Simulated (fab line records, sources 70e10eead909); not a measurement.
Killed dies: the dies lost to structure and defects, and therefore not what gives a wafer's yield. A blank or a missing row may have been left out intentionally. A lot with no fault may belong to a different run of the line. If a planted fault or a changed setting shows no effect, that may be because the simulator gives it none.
fab line records / flow nandHarc / part 2 of 2: steps 27 to 34 of 34
[record] lots = 5 wafers = 15 lastDay = 33
route steps=1302 shown P_ZERO_WELL@62 P_STI@69
lots that met no fault: from a run of the same line without faults
startH: the number of hours between the record's first day and the start of the first shown wafer of the lot / waitH: hours since the lot's step before / " repeats the value in the row above / L1.1+2: one row covering several wafers at once / - no value, or no start given / * or withheld: withheld / < > ~ a bound
route shown NAME@n: names a module that has steps shown in the file, with the first one's number in the route / usual: mean/standard deviation taken from wafers without a fault / same: alike in all rows / chamber/n: place in a boat / sites: per-site readings / _std_site: the values' standard deviation / _edge_site: inner sites' mean taken away from outer sites' mean / radiusMm: how far each site lies from the wafer's centre / mask NAME#n: copy n / behind: the last tool/chamber to shape the wafer / hold: the reason the lot was held/the length of the hold in hours/how it ended / device: names the non-switching transistor (n, p or np) / end of line: tests run on the same wafers once the route is complete / a step with no rows: only its recipe / killed: dies that structure and defects cost at the first sort, which is not the same as the wafer's yield / map: the dies of a wafer, with x for killed, . for not killed, _ for no die there
set.NAME: the run value of the setting; set.NAME@STEP: its run value at that earlier step / model.NAME: the simulator's own value behind a step, which no gauge read
a table for each step, a row for each wafer; lots at some steps of the route
services: when a tool's chamber went out of use (startH, in hours from the record's first day, below 0 if earlier), for how many hours, and the reason
[[steps]]
[step NHARC_P_STI_ETCH_42]
[recipe] targetDepthA = 800 overetchA = 240 timeS = 61 ionEnergyEv = 200 n2FlowSccm = 150 h2FlowSccm = 150 arFlowSccm = 0 rfW = 400 biasW = 150 chemistry = N2/H2
[usual] drypumpMotorCurrentA = 5.56/0.28 oesProductAu = 0.996/0.013 rfVppV = 429.7/2.3 showerheadPlenumPTorr = 2.02/0.082 throttleValvePct = 14.173/0.0089
lot.wafer=L074.1 tool=rieDiel-08 chamber=3 startH=43.23 waitH=0.1 drypumpMotorCurrentA=6.16 oesProductAu=0.999 rfHoursCounterH=1 rfVppV=428.5 showerheadPlenumPTorr=1.99 throttleValvePct=14.162
lot.wafer=L074.4 tool=rieDiel-08 chamber=0 startH=43.23 waitH=0.1 drypumpMotorCurrentA=5.34 oesProductAu=1.005 rfHoursCounterH=1 rfVppV=428.5 showerheadPlenumPTorr=1.98 throttleValvePct=14.175
lot.wafer=L074.5 tool=rieDiel-08 chamber=3 startH=43.23 waitH=0.1 drypumpMotorCurrentA=6.15 oesProductAu=0.995 rfHoursCounterH=- rfVppV=429.2 showerheadPlenumPTorr=1.99 throttleValvePct=14.177
lot.wafer=L075.3 tool=rieDiel-02 chamber=3 startH=54.02 waitH=0.1 drypumpMotorCurrentA=5.37 oesProductAu=0.977 rfHoursCounterH=1 rfVppV=431.7 showerheadPlenumPTorr=2.09 throttleValvePct=14.171
lot.wafer=L075.1 tool=rieDiel-02 chamber=0 startH=54.02 waitH=0.1 drypumpMotorCurrentA=5.10 oesProductAu=1.020 rfHoursCounterH=1 rfVppV=426.9 showerheadPlenumPTorr=1.91 throttleValvePct=14.175
lot.wafer=L075.4 tool=rieDiel-02 chamber=1 startH=54.02 waitH=0.1 drypumpMotorCurrentA=5.55 oesProductAu=1.002 rfHoursCounterH=1 rfVppV=431.3 showerheadPlenumPTorr=2.13 throttleValvePct=14.161
lot.wafer=L077.2 tool=rieDiel-02 chamber=3 startH=72.49 waitH=0.1 drypumpMotorCurrentA=5.34 oesProductAu=0.989 rfHoursCounterH=2 rfVppV=431.7 showerheadPlenumPTorr=2.09 throttleValvePct=14.184
lot.wafer=L077.6 tool=rieDiel-02 chamber=3 startH=72.49 waitH=0.1 drypumpMotorCurrentA=5.37 oesProductAu=0.996 rfHoursCounterH=- rfVppV=431.2 showerheadPlenumPTorr=2.09 throttleValvePct=14.168
lot.wafer=L077.5 tool=rieDiel-02 chamber=2 startH=72.49 waitH=0.1 drypumpMotorCurrentA=5.91 oesProductAu=1.009 rfHoursCounterH=- rfVppV=429.6 showerheadPlenumPTorr=1.96 throttleValvePct=14.165
lot.wafer=L082.3 tool=rieDiel-02 chamber=2 startH=123.57 waitH=0.1 drypumpMotorCurrentA=5.95 oesProductAu=1.000 rfHoursCounterH=6 rfVppV=427.2 showerheadPlenumPTorr=1.96 throttleValvePct=14.160
lot.wafer=L082.2 tool=rieDiel-02 chamber=1 startH=123.57 waitH=0.1 drypumpMotorCurrentA=5.55 oesProductAu=1.000 rfHoursCounterH=7 rfVppV=432.1 showerheadPlenumPTorr=2.13 throttleValvePct=14.188
lot.wafer=L082.5 tool=rieDiel-02 chamber=2 startH=123.57 waitH=0.1 drypumpMotorCurrentA=5.95 oesProductAu=1.000 rfHoursCounterH=- rfVppV=427.9 showerheadPlenumPTorr=1.96 throttleValvePct=14.167
lot.wafer=L097.2 tool=rieDiel-03 chamber=3 startH=275.18 waitH=0.1 drypumpMotorCurrentA=5.35 oesProductAu=0.983 rfHoursCounterH=9 rfVppV=429.2 showerheadPlenumPTorr=1.98 throttleValvePct=14.183
lot.wafer=L097.1 tool=rieDiel-03 chamber=2 startH=275.18 waitH=0.1 drypumpMotorCurrentA=5.71 oesProductAu=1.007 rfHoursCounterH=8 rfVppV=428.9 showerheadPlenumPTorr=1.98 throttleValvePct=14.180
lot.wafer=L097.6 tool=rieDiel-03 chamber=0 startH=275.18 waitH=0.1 drypumpMotorCurrentA=5.35 oesProductAu=0.981 rfHoursCounterH=- rfVppV=434.7 showerheadPlenumPTorr=2.19 throttleValvePct=14.161
[step NHARC_P_STI_ETCH_31]
[recipe] targetDepthA = 1089 timeS = 54.5 cf4FlowSccm = 100 chf3FlowSccm = 30 arFlowSccm = 0 rfW = 500 biasW = 200 chemistry = CF4/CHF3
[usual] drypumpMotorCurrentA = 5.57/0.28 oesProductAu = 0.956/0.021 rfVppV = 370.0/2 showerheadPlenumPTorr = 1.56/0.056 throttleValvePct = 16.801/0.0085
lot.wafer=L074.1 tool=rieDiel-08 chamber=2 startH=- waitH=- drypumpMotorCurrentA=5.73 oesProductAu=0.965 rfHoursCounterH=1 rfVppV=371.9 showerheadPlenumPTorr=1.59 throttleValvePct=16.798
lot.wafer=L074.4 tool=rieDiel-08 chamber=3 startH=- waitH=- drypumpMotorCurrentA=6.15 oesProductAu=0.973 rfHoursCounterH=1 rfVppV=369.4 showerheadPlenumPTorr=1.54 throttleValvePct=16.804
lot.wafer=L074.5 tool=rieDiel-08 chamber=0 startH=- waitH=- drypumpMotorCurrentA=5.33 oesProductAu=0.974 rfHoursCounterH=- rfVppV=368.3 showerheadPlenumPTorr=1.53 throttleValvePct=16.814
lot.wafer=L075.1 tool=rieDiel-02 chamber=2 startH=- waitH=- drypumpMotorCurrentA=5.90 oesProductAu=0.975 rfHoursCounterH=1 rfVppV=368.9 showerheadPlenumPTorr=1.52 throttleValvePct=16.794
lot.wafer=L075.3 tool=rieDiel-02 chamber=3 startH=- waitH=- drypumpMotorCurrentA=5.36 oesProductAu=0.945 rfHoursCounterH=1 rfVppV=371.5 showerheadPlenumPTorr=1.61 throttleValvePct=16.811
lot.wafer=L075.4 tool=rieDiel-02 chamber=1 startH=- waitH=- drypumpMotorCurrentA=5.51 oesProductAu=0.989 rfHoursCounterH=1 rfVppV=372.8 showerheadPlenumPTorr=1.64 throttleValvePct=16.805
lot.wafer=L077.2 tool=rieDiel-02 chamber=1 startH=- waitH=- drypumpMotorCurrentA=5.54 oesProductAu=0.981 rfHoursCounterH=2 rfVppV=372.6 showerheadPlenumPTorr=1.64 throttleValvePct=16.791
lot.wafer=L077.5 tool=rieDiel-02 chamber=1 startH=- waitH=- drypumpMotorCurrentA=5.53 oesProductAu=0.980 rfHoursCounterH=- rfVppV=372.7 showerheadPlenumPTorr=1.64 throttleValvePct=16.787
lot.wafer=L077.6 tool=rieDiel-02 chamber=2 startH=- waitH=- drypumpMotorCurrentA=5.96 oesProductAu=0.962 rfHoursCounterH=- rfVppV=369.2 showerheadPlenumPTorr=1.52 throttleValvePct=16.803
lot.wafer=L082.3 tool=rieDiel-02 chamber=2 startH=- waitH=- drypumpMotorCurrentA=5.94 oesProductAu=0.942 rfHoursCounterH=6 rfVppV=368.5 showerheadPlenumPTorr=1.52 throttleValvePct=16.808
lot.wafer=L082.2 tool=rieDiel-02 chamber=3 startH=- waitH=- drypumpMotorCurrentA=5.36 oesProductAu=0.932 rfHoursCounterH=8 rfVppV=372.6 showerheadPlenumPTorr=1.61 throttleValvePct=16.805
lot.wafer=L082.5 tool=rieDiel-02 chamber=1 startH=- waitH=- drypumpMotorCurrentA=5.54 oesProductAu=0.943 rfHoursCounterH=- rfVppV=372.8 showerheadPlenumPTorr=1.64 throttleValvePct=16.791
lot.wafer=L097.2 tool=rieDiel-03 chamber=1 startH=- waitH=- drypumpMotorCurrentA=5.70 oesProductAu=0.976 rfHoursCounterH=9 rfVppV=370.4 showerheadPlenumPTorr=1.56 throttleValvePct=16.794
lot.wafer=L097.1 tool=rieDiel-03 chamber=0 startH=- waitH=- drypumpMotorCurrentA=5.35 oesProductAu=0.951 rfHoursCounterH=9 rfVppV=372.5 showerheadPlenumPTorr=1.68 throttleValvePct=16.791
lot.wafer=L097.6 tool=rieDiel-03 chamber=1 startH=- waitH=- drypumpMotorCurrentA=5.71 oesProductAu=0.975 rfHoursCounterH=- rfVppV=369.8 showerheadPlenumPTorr=1.56 throttleValvePct=16.804
[step NHARC_P_STI_ETCH_15]
[recipe] targetDepthA = 3000 taperDeg = 4 timeS = 100.1 hbrFlowSccm = 150 cl2FlowSccm = 50 rfW = 400 icpW = 400 biasW = 100 chemistry = HBr/Cl2
[usual] drypumpMotorCurrentA = 5.6/0.35 oesProductAu = 0.999/0.016 throttleValvePct = 26.405/0.0097
lot.wafer=L074.1 tool=rieSi-02 chamber=0 startH=43.43 waitH=- drypumpMotorCurrentA=5.3 oesProductAu=0.996 rfHoursCounterH=0.8 throttleValvePct=26.391
lot.wafer=L074.4 tool=rieSi-02 chamber=3 startH=43.43 waitH=- drypumpMotorCurrentA=6.1 oesProductAu=1.000 rfHoursCounterH=- throttleValvePct=26.410
lot.wafer=L074.5 tool=rieSi-02 chamber=0 startH=43.43 waitH=- drypumpMotorCurrentA=5.4 oesProductAu=0.996 rfHoursCounterH=- throttleValvePct=26.413
lot.wafer=L075.1 tool=rieSi-05 chamber=0 startH=54.21 waitH=- drypumpMotorCurrentA=5.6 oesProductAu=0.988 rfHoursCounterH=0.6 throttleValvePct=26.403
lot.wafer=L075.4 tool=rieSi-05 chamber=2 startH=54.21 waitH=- drypumpMotorCurrentA=6.2 oesProductAu=0.988 rfHoursCounterH=0.7 throttleValvePct=26.405
lot.wafer=L075.3 tool=rieSi-05 chamber=3 startH=54.21 waitH=- drypumpMotorCurrentA=5.2 oesProductAu=0.999 rfHoursCounterH=0.6 throttleValvePct=26.408
lot.wafer=L077.2 tool=rieSi-05 chamber=2 startH=72.70 waitH=- drypumpMotorCurrentA=6.2 oesProductAu=1.000 rfHoursCounterH=0.8 throttleValvePct=26.415
lot.wafer=L077.5 tool=rieSi-05 chamber=2 startH=72.70 waitH=- drypumpMotorCurrentA=6.2 oesProductAu=1.000 rfHoursCounterH=- throttleValvePct=26.412
lot.wafer=L077.6 tool=rieSi-05 chamber=3 startH=72.70 waitH=- drypumpMotorCurrentA=5.2 oesProductAu=1.010 rfHoursCounterH=- throttleValvePct=26.431
lot.wafer=L082.3 tool=rieSi-02 chamber=3 startH=123.78 waitH=- drypumpMotorCurrentA=6.1 oesProductAu=1.002 rfHoursCounterH=0.1 throttleValvePct=26.418
lot.wafer=L082.2 tool=rieSi-02 chamber=0 startH=123.78 waitH=- drypumpMotorCurrentA=5.4 oesProductAu=0.998 rfHoursCounterH=0.1 throttleValvePct=26.410
lot.wafer=L082.5 tool=rieSi-02 chamber=3 startH=123.78 waitH=- drypumpMotorCurrentA=6.0 oesProductAu=1.004 rfHoursCounterH=- throttleValvePct=26.383
lot.wafer=L097.1 tool=rieSi-02 chamber=2 startH=275.37 waitH=- drypumpMotorCurrentA=5.4 oesProductAu=1.007 rfHoursCounterH=1.0 throttleValvePct=26.401
lot.wafer=L097.2 tool=rieSi-02 chamber=1 startH=275.37 waitH=- drypumpMotorCurrentA=5.3 oesProductAu=1.016 rfHoursCounterH=1.1 throttleValvePct=26.390
lot.wafer=L097.6 tool=rieSi-02 chamber=3 startH=275.37 waitH=- drypumpMotorCurrentA=6.1 oesProductAu=1.008 rfHoursCounterH=- throttleValvePct=26.406
[step NHARC_P_STI_CD_MEAS_16]
[usual] cdNm = 203.0/2.8
lot.wafer=L074.1 tool=cdSem-02 chamber=- startH=43.60 waitH=- cdNm=203.4
lot.wafer=L074.4 tool=cdSem-02 chamber=- startH=43.60 waitH=- cdNm=203.8
lot.wafer=L074.5 tool=cdSem-02 chamber=- startH=43.60 waitH=- cdNm=198.2
lot.wafer=L075.1 tool=cdSem-03 chamber=- startH=54.37 waitH=- cdNm=202.6
lot.wafer=L075.3 tool=cdSem-03 chamber=- startH=54.37 waitH=- cdNm=205.2
lot.wafer=L075.4 tool=cdSem-03 chamber=- startH=54.37 waitH=- cdNm=201.9
lot.wafer=L077.2 tool=cdSem-03 chamber=- startH=72.86 waitH=- cdNm=201.2
lot.wafer=L077.5 tool=cdSem-03 chamber=- startH=72.86 waitH=- cdNm=202.5
lot.wafer=L077.6 tool=cdSem-03 chamber=- startH=72.86 waitH=- cdNm=198.9
lot.wafer=L082.2 tool=cdSem-02 chamber=- startH=123.93 waitH=- cdNm=199.7
lot.wafer=L082.3 tool=cdSem-02 chamber=- startH=123.93 waitH=- cdNm=202.0
lot.wafer=L082.5 tool=cdSem-02 chamber=- startH=123.93 waitH=- cdNm=201.4
lot.wafer=L097.1 tool=cdSem-01 chamber=- startH=275.53 waitH=- cdNm=203.2
lot.wafer=L097.2 tool=cdSem-01 chamber=- startH=275.53 waitH=- cdNm=203.2
lot.wafer=L097.6 tool=cdSem-01 chamber=- startH=275.53 waitH=- cdNm=204.5
[step NHARC_P_STI_OCD_MEAS_17]
[usual] trenchDepthNm = 301/7.3 trenchFootCdNm = 161.4/2.6
lot.wafer=L074.1 tool=ocd-02 chamber=- startH=43.69 waitH=0.1 trenchDepthNm=298 trenchFootCdNm=160.0
lot.wafer=L074.4 tool=ocd-02 chamber=- startH=43.69 waitH=0.1 trenchDepthNm=302 trenchFootCdNm=159.5
lot.wafer=L074.5 tool=ocd-02 chamber=- startH=43.69 waitH=0.1 trenchDepthNm=298 trenchFootCdNm=157.7
lot.wafer=L075.1 tool=ocd-01 chamber=- startH=54.46 waitH=0.1 trenchDepthNm=299 trenchFootCdNm=163.0
lot.wafer=L075.3 tool=ocd-01 chamber=- startH=54.46 waitH=0.1 trenchDepthNm=302 trenchFootCdNm=164.3
lot.wafer=L075.4 tool=ocd-01 chamber=- startH=54.46 waitH=0.1 trenchDepthNm=297 trenchFootCdNm=160.9
lot.wafer=L077.2 tool=ocd-01 chamber=- startH=72.95 waitH=0.1 trenchDepthNm=300 trenchFootCdNm=161.2
lot.wafer=L077.5 tool=ocd-01 chamber=- startH=72.95 waitH=0.1 trenchDepthNm=301 trenchFootCdNm=162.7
lot.wafer=L077.6 tool=ocd-01 chamber=- startH=72.95 waitH=0.1 trenchDepthNm=302 trenchFootCdNm=158.3
lot.wafer=L082.2 tool=ocd-01 chamber=- startH=124.02 waitH=0.1 trenchDepthNm=301 trenchFootCdNm=158.1
lot.wafer=L082.3 tool=ocd-01 chamber=- startH=124.02 waitH=0.1 trenchDepthNm=300 trenchFootCdNm=162.1
lot.wafer=L082.5 tool=ocd-01 chamber=- startH=124.02 waitH=0.1 trenchDepthNm=303 trenchFootCdNm=161.0
lot.wafer=L097.1 tool=ocd-01 chamber=- startH=275.62 waitH=0.1 trenchDepthNm=303 trenchFootCdNm=161.1
lot.wafer=L097.2 tool=ocd-01 chamber=- startH=275.62 waitH=0.1 trenchDepthNm=308 trenchFootCdNm=160.1
lot.wafer=L097.6 tool=ocd-01 chamber=- startH=275.62 waitH=0.1 trenchDepthNm=301 trenchFootCdNm=163.4
[step NHARC_P_STI_STRIP_19]
[recipe] timeS = 900 tempC = 130 chemistry = SPM
[usual] bathGuardTempC = 129.8/0.56 tempC = 129.99/0.15
lot.wafer=L074.5 tool=wetBench-04 chamber=7 startH=43.75 waitH=0.1 bathGuardTempC=129.1 tempC=130.04
lot.wafer=L074.4 tool=wetBench-04 chamber=0 startH=43.75 waitH=0.1 bathGuardTempC=130.0 tempC=129.84
lot.wafer=L074.1 tool=wetBench-04 chamber=1 startH=43.75 waitH=0.1 bathGuardTempC=129.9 tempC=130.00
lot.wafer=L075.3 tool=wetBench-04 chamber=1 startH=54.54 waitH=0.1 bathGuardTempC=130.5 tempC=130.30
lot.wafer=L075.4 tool=wetBench-04 chamber=2 startH=54.54 waitH=0.1 bathGuardTempC=129.9 tempC=129.63
lot.wafer=L075.1 tool=wetBench-04 chamber=3 startH=54.54 waitH=0.1 bathGuardTempC=129.2 tempC=130.03
lot.wafer=L077.6 tool=wetBench-04 chamber=3 startH=73.01 waitH=0.1 bathGuardTempC=129.5 tempC=130.00
lot.wafer=L077.2 tool=wetBench-04 chamber=4 startH=73.01 waitH=0.1 bathGuardTempC=129.4 tempC=130.04
lot.wafer=L077.5 tool=wetBench-04 chamber=7 startH=73.01 waitH=0.1 bathGuardTempC=128.9 tempC=129.99
lot.wafer=L082.3 tool=wetBench-05 chamber=3 startH=124.08 waitH=0.1 bathGuardTempC=129.2 tempC=129.71
lot.wafer=L082.5 tool=wetBench-05 chamber=4 startH=124.08 waitH=0.1 bathGuardTempC=129.1 tempC=130.07
lot.wafer=L082.2 tool=wetBench-05 chamber=5 startH=124.08 waitH=0.1 bathGuardTempC=129.9 tempC=130.05
lot.wafer=L097.2 tool=wetBench-04 chamber=1 startH=275.67 waitH=0.1 bathGuardTempC=130.3 tempC=130.00
lot.wafer=L097.6 tool=wetBench-04 chamber=3 startH=275.67 waitH=0.1 bathGuardTempC=129.0 tempC=130.00
lot.wafer=L097.1 tool=wetBench-04 chamber=4 startH=275.67 waitH=0.1 bathGuardTempC=129.2 tempC=129.91
[step NHARC_P_STI_PRECLEAN_32]
[recipe] timeS = * tempC = 50 bathAgeMin = 0 chemistry = SC1
[usual] bathGuardTempC = 49.8/0.54 nh4ohFlowMLMin = 28.30/0.097 sc1H2o2EndMolL = 0.3699/0.00073 tempC = 50.00/0.12
lot.wafer=L074.5 tool=wetBench-04 chamber=7 startH=- waitH=- bathGuardTempC=49.0 nh4ohFlowMLMin=28.24 sc1H2o2EndMolL=0.3704 tempC=50.01
lot.wafer=L074.4 tool=wetBench-04 chamber=0 startH=- waitH=- bathGuardTempC=50.2 nh4ohFlowMLMin=28.40 sc1H2o2EndMolL=0.3702 tempC=49.94
lot.wafer=L074.1 tool=wetBench-04 chamber=1 startH=- waitH=- bathGuardTempC=50.1 nh4ohFlowMLMin=28.33 sc1H2o2EndMolL=0.3700 tempC=49.96
lot.wafer=L075.3 tool=wetBench-04 chamber=1 startH=- waitH=- bathGuardTempC=50.1 nh4ohFlowMLMin=28.29 sc1H2o2EndMolL=0.3701 tempC=49.94
lot.wafer=L075.4 tool=wetBench-04 chamber=2 startH=- waitH=- bathGuardTempC=49.4 nh4ohFlowMLMin=28.26 sc1H2o2EndMolL=0.3691 tempC=49.90
lot.wafer=L075.1 tool=wetBench-04 chamber=3 startH=- waitH=- bathGuardTempC=49.0 nh4ohFlowMLMin=28.23 sc1H2o2EndMolL=0.3695 tempC=50.17
lot.wafer=L077.6 tool=wetBench-04 chamber=3 startH=- waitH=- bathGuardTempC=49.3 nh4ohFlowMLMin=28.31 sc1H2o2EndMolL=0.3708 tempC=49.87
lot.wafer=L077.2 tool=wetBench-04 chamber=4 startH=- waitH=- bathGuardTempC=49.5 nh4ohFlowMLMin=28.40 sc1H2o2EndMolL=0.3695 tempC=50.01
lot.wafer=L077.5 tool=wetBench-04 chamber=7 startH=- waitH=- bathGuardTempC=48.9 nh4ohFlowMLMin=28.23 sc1H2o2EndMolL=0.3683 tempC=49.90
lot.wafer=L082.3 tool=wetBench-05 chamber=3 startH=- waitH=- bathGuardTempC=49.2 nh4ohFlowMLMin=28.16 sc1H2o2EndMolL=0.3699 tempC=49.95
lot.wafer=L082.5 tool=wetBench-05 chamber=4 startH=- waitH=- bathGuardTempC=49.4 nh4ohFlowMLMin=28.26 sc1H2o2EndMolL=0.3693 tempC=50.13
lot.wafer=L082.2 tool=wetBench-05 chamber=5 startH=- waitH=- bathGuardTempC=49.5 nh4ohFlowMLMin=28.11 sc1H2o2EndMolL=0.3697 tempC=49.94
lot.wafer=L097.2 tool=wetBench-04 chamber=1 startH=- waitH=- bathGuardTempC=50.0 nh4ohFlowMLMin=28.30 sc1H2o2EndMolL=0.3702 tempC=49.95
lot.wafer=L097.6 tool=wetBench-04 chamber=3 startH=- waitH=- bathGuardTempC=49.4 nh4ohFlowMLMin=28.25 sc1H2o2EndMolL=0.3715 tempC=50.01
lot.wafer=L097.1 tool=wetBench-04 chamber=4 startH=- waitH=- bathGuardTempC=49.0 nh4ohFlowMLMin=28.33 sc1H2o2EndMolL=0.3710 tempC=49.84
[step NHARC_P_STI_SRD_23]
lot.wafer=L074.5+4+1 tool=wetBench-04 chamber=7,0,1 startH=- waitH=-
lot.wafer=L075.3+4+1 tool=wetBench-04 chamber=1,2,3 startH=- waitH=-
lot.wafer=L077.6+2+5 tool=wetBench-04 chamber=3,4,7 startH=- waitH=-
lot.wafer=L082.3+5+2 tool=wetBench-05 chamber=3,4,5 startH=- waitH=-
lot.wafer=L097.2+6+1 tool=wetBench-04 chamber=1,3,4 startH=- waitH=-
[[services]]
tool=rtpAnneal-02 chamber=- startH=12.00 hours=12.0 kind=pm
tool=rieDiel-02 chamber=- startH=39.70 hours=9.0 kind=pm
tool=wetBench-05 chamber=- startH=40.68 hours=2.5 kind=repair
tool=implanter-01 chamber=- startH=46.88 hours=0.7 kind=repair
tool=wetBench-04 chamber=- startH=59.01 hours=8.0 kind=pm
tool=implanter-01 chamber=- startH=60.64 hours=3.6 kind=repair
tool=rieDiel-02 chamber=0 startH=64.67 hours=10.5 kind=repair
tool=wetBench-02 chamber=- startH=68.01 hours=8.0 kind=pm
tool=wetBench-05 chamber=- startH=84.80 hours=8.0 kind=pm
tool=lithoTrack-03 chamber=- startH=100.00 hours=7.0 kind=pm
tool=lithoTrack-05 chamber=- startH=124.01 hours=7.0 kind=pm
tool=implanter-01 chamber=- startH=127.49 hours=2.2 kind=repair
tool=implanter-01 chamber=- startH=132.78 hours=1.6 kind=repair
tool=rieDiel-02 chamber=- startH=137.15 hours=0.5 kind=repair
tool=wetBench-02 chamber=- startH=156.15 hours=3.5 kind=repair
tool=rieDiel-02 chamber=2 startH=180.62 hours=1.3 kind=repair
tool=implanter-01 chamber=- startH=207.90 hours=6.6 kind=repair
tool=rieDiel-02 chamber=- startH=216.70 hours=9.0 kind=pm
tool=wetBench-04 chamber=- startH=235.01 hours=8.0 kind=pm
tool=implanter-01 chamber=- startH=240.81 hours=5.8 kind=repair
tool=wetBench-02 chamber=- startH=244.01 hours=8.0 kind=pm
tool=implanter-01 chamber=- startH=252.38 hours=1.3 kind=repair
tool=wetBench-05 chamber=- startH=260.80 hours=8.0 kind=pm
tool=lithoTrack-03 chamber=- startH=275.00 hours=7.0 kind=pm
